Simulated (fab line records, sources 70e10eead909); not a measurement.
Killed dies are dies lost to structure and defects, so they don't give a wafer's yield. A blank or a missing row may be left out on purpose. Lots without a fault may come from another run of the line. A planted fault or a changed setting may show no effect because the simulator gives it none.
Which tool did it? | flow nand_harc | 14 lots, 42 wafers sampled, at 5 steps of a route of 1302

WHAT THE GAUGES READ, wafer by wafer
NHARC_A_CONTACT_CD_MEAS_08: target cd 200 nm. Usual: cd_nm 200.0 nm, standard deviation 0.54.
lot  | measured     | on        | cd_nm (nm)        | flag
L746 | day 22 12:06 | cd_sem-01 | 200.0 199.7 201.0 |
L747 | day 23 00:58 | cd_sem-01 | 200.4 200.6 200.2 |
L748 | day 23 02:32 | cd_sem-03 | 200.2 200.6 200.9 |
L749 | day 23 06:44 | cd_sem-01 | 200.0 200.4 200.4 |
L750 | day 23 16:30 | cd_sem-03 | 199.3 199.8 199.5 |
L751 | day 24 12:26 | cd_sem-03 | 201.1 200.7 200.7 |
L759 | day 27 12:52 | cd_sem-03 | 199.3 200.4 200.3 |
L760 | day 28 11:15 | cd_sem-02 | 199.8 200.1 199.9 |
L763 | day 29 03:32 | cd_sem-03 | 199.8 200.4 200.0 |
L762 | day 29 11:58 | cd_sem-02 | 199.6 199.8 200.7 |
L761 | day 29 16:40 | cd_sem-02 | 200.0 199.5 200.3 |
L766 | day 30 10:46 | cd_sem-02 | 200.7 199.5 200.3 |
L768 | day 31 08:19 | cd_sem-03 | 200.5 200.8 199.6 |
L769 | day 31 19:14 | cd_sem-01 | 199.2 199.4 199.1 |

NHARC_END_SORT_01. Usual: killed_at_array 59, standard deviation 16; killed_at_other 0.8, standard deviation 1.1; killed_at_periphery 3.6, standard deviation 2.4; killed_dies 64, standard deviation 16; killed_open 3.4, standard deviation 1.8; killed_short 2.5, standard deviation 1.6.
lot  | measured     | on        | killed_at_array | killed_at_other | killed_at_periphery | killed_dies | killed_open | killed_short | flag
L749 | day 26 13:29 | prober-02 | 154 129 130     | 0 0 0           | 3 2 5               | 157 131 135 | 5 5 5       | 3 2 0        | OFF
L750 | day 26 01:11 | prober-01 | 115 88 128      | 3 3 2           | 4 4 5               | 122 95 135  | 3 4 3       | 1 8 2        | OFF
L751 | day 27 12:11 | prober-02 | 140 109 105     | 1 1 1           | 6 1 1               | 147 111 107 | 4 2 4       | 2 4 3        | OFF

WHICH TOOL RAN EACH LOT (tool, then ch and the chambers of the sampled wafers, then the start)
lot  | NHARC_A_CONTACT_ETCH_133             | NHARC_A_CONTACT_STRIP_105          | NHARC_A_CONTACT_DEP_85
L746 | har_cap_etch-03 ch 0,1, day 22 07:39 | rie_diel-02 ch 0,1,2, day 22 08:54 | pecvd-01 ch 0,2, day 22 11:23
L747 | har_cap_etch-01 ch 1, day 22 19:35   | rie_diel-02 ch 1,2, day 22 21:19   | pecvd-01 ch 0,1, day 23 00:22
L748 | har_cap_etch-02 ch 0,1, day 22 22:07 | rie_diel-02 ch 0,2, day 22 23:22   | pecvd-01 ch 0,2, day 23 01:52
L749 | har_cap_etch-01 ch 1, day 23 01:26   | rie_diel-02 ch 1,3, day 23 02:37   | pecvd-04 ch 0,1,2, day 23 06:00
L750 | har_cap_etch-02 ch 0,1, day 23 11:59 | rie_diel-02 ch 0,2,3, day 23 13:14 | pecvd-01 ch 0,2, day 23 15:47
L751 | har_cap_etch-01 ch 0,1, day 24 04:41 | rie_diel-02 ch 2,3, day 24 05:56   | pecvd-02 ch 1,2, day 24 11:44
L759 | har_cap_etch-02 ch 1, day 27 07:56   | rie_diel-03 ch 0,1,2, day 27 09:07 | pecvd-02 ch 1,2, day 27 12:12
L760 | har_cap_etch-03 ch 0, day 28 06:53   | rie_diel-02 ch 2,3, day 28 08:03   | pecvd-01 ch 0,1,2, day 28 10:32
L763 | har_cap_etch-01 ch 0,1, day 28 19:40 | rie_diel-02 ch 0,1,3, day 28 20:51 | pecvd-04 ch 0,1,2, day 29 02:56
L762 | har_cap_etch-02 ch 0,1, day 29 05:08 | rie_diel-10 ch 0,2,3, day 29 06:26 | pecvd-04 ch 0,1,2, day 29 11:20
L761 | har_cap_etch-03 ch 0,1, day 29 07:44 | rie_diel-03 ch 0,1,2, day 29 11:43 | pecvd-02 ch 0,1, day 29 15:54
L766 | har_cap_etch-02 ch 0, day 30 05:53   | rie_diel-02 ch 1,2, day 30 07:31   | pecvd-04 ch 1,2, day 30 10:02
L768 | har_cap_etch-02 ch 0,1, day 31 03:07 | rie_diel-02 ch 1,3, day 31 04:31   | pecvd-04 ch 1,2, day 31 07:37
L769 | har_cap_etch-03 ch 0,1, day 31 14:50 | rie_diel-02 ch 0,2, day 31 16:05   | pecvd-01 ch 0,2, day 31 18:39
- NHARC_A_CONTACT_ETCH_133: etches the open film in C4F8/O2/Ar, time 374 s, target depth 1610 nm.
- NHARC_A_CONTACT_STRIP_105: strips in O2/COS.
- NHARC_A_CONTACT_DEP_85: deposits SiON, target thk 60 nm.

WHAT THE TOOLS THEMSELVES READ (means of the sampled wafers that have a number; where no wafer has one, the mark that the record gives instead)
NHARC_A_CONTACT_DEP_85. Usual: heater_power_w 800 W, standard deviation 110.
lot  | tool     | heater_power_w (W) | flag
L746 | pecvd-01 | 752                |
L747 | pecvd-01 | 917                |
L748 | pecvd-01 | 778                |
L749 | pecvd-04 | 784                |
L750 | pecvd-01 | 791                |
L751 | pecvd-02 | 792                |
L759 | pecvd-02 | 790                |
L760 | pecvd-01 | 844                |
L763 | pecvd-04 | 789                |
L762 | pecvd-04 | 793                |
L761 | pecvd-02 | 858                |
L766 | pecvd-04 | 673                |
L768 | pecvd-04 | 714                |
L769 | pecvd-01 | 805                |

THE ANSWER, worked out from the rows above alone
Rule: a lot is off if the mean of its wafers that have a number lies more than 3 standard deviations from the usual mean. A lot without any number at a reading at which 4 lots or more have one is off too. The other lots that the step has rows for count as sound. The gauges are gone through in route order, then the tools' own readings, and for those a lot's mean is taken as printed above. The first step at which some lot is off is used, and at that step the reading that is off furthest; a lot without a number counts as furthest.
Off: L749, L750, L751, at NHARC_END_SORT_01 (killed_at_array). Neither off nor sound, because the step has no rows for them: L746, L747, L748, L759, L760, L763, L762, L761, L766, L768, L769.
A tool fits if, at a process step before that reading, it ran every lot that is off, and no sound lot after the first of them. The gauges at NHARC_END_SORT_01 are tried like those tools. One fits: rie_diel-02 at NHARC_A_CONTACT_STRIP_105. It ran no sound lot before its first lot that is off in this sample, so the start can't be narrowed down.

WHAT THE SIMULATOR HAD PUT IN
Chamber particle source: rie_diel-02, from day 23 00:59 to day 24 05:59, at NHARC_A_CONTACT_STRIP_105. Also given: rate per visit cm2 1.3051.
Lots struck among those shown: L749, L750, L751. The rule above found the same.
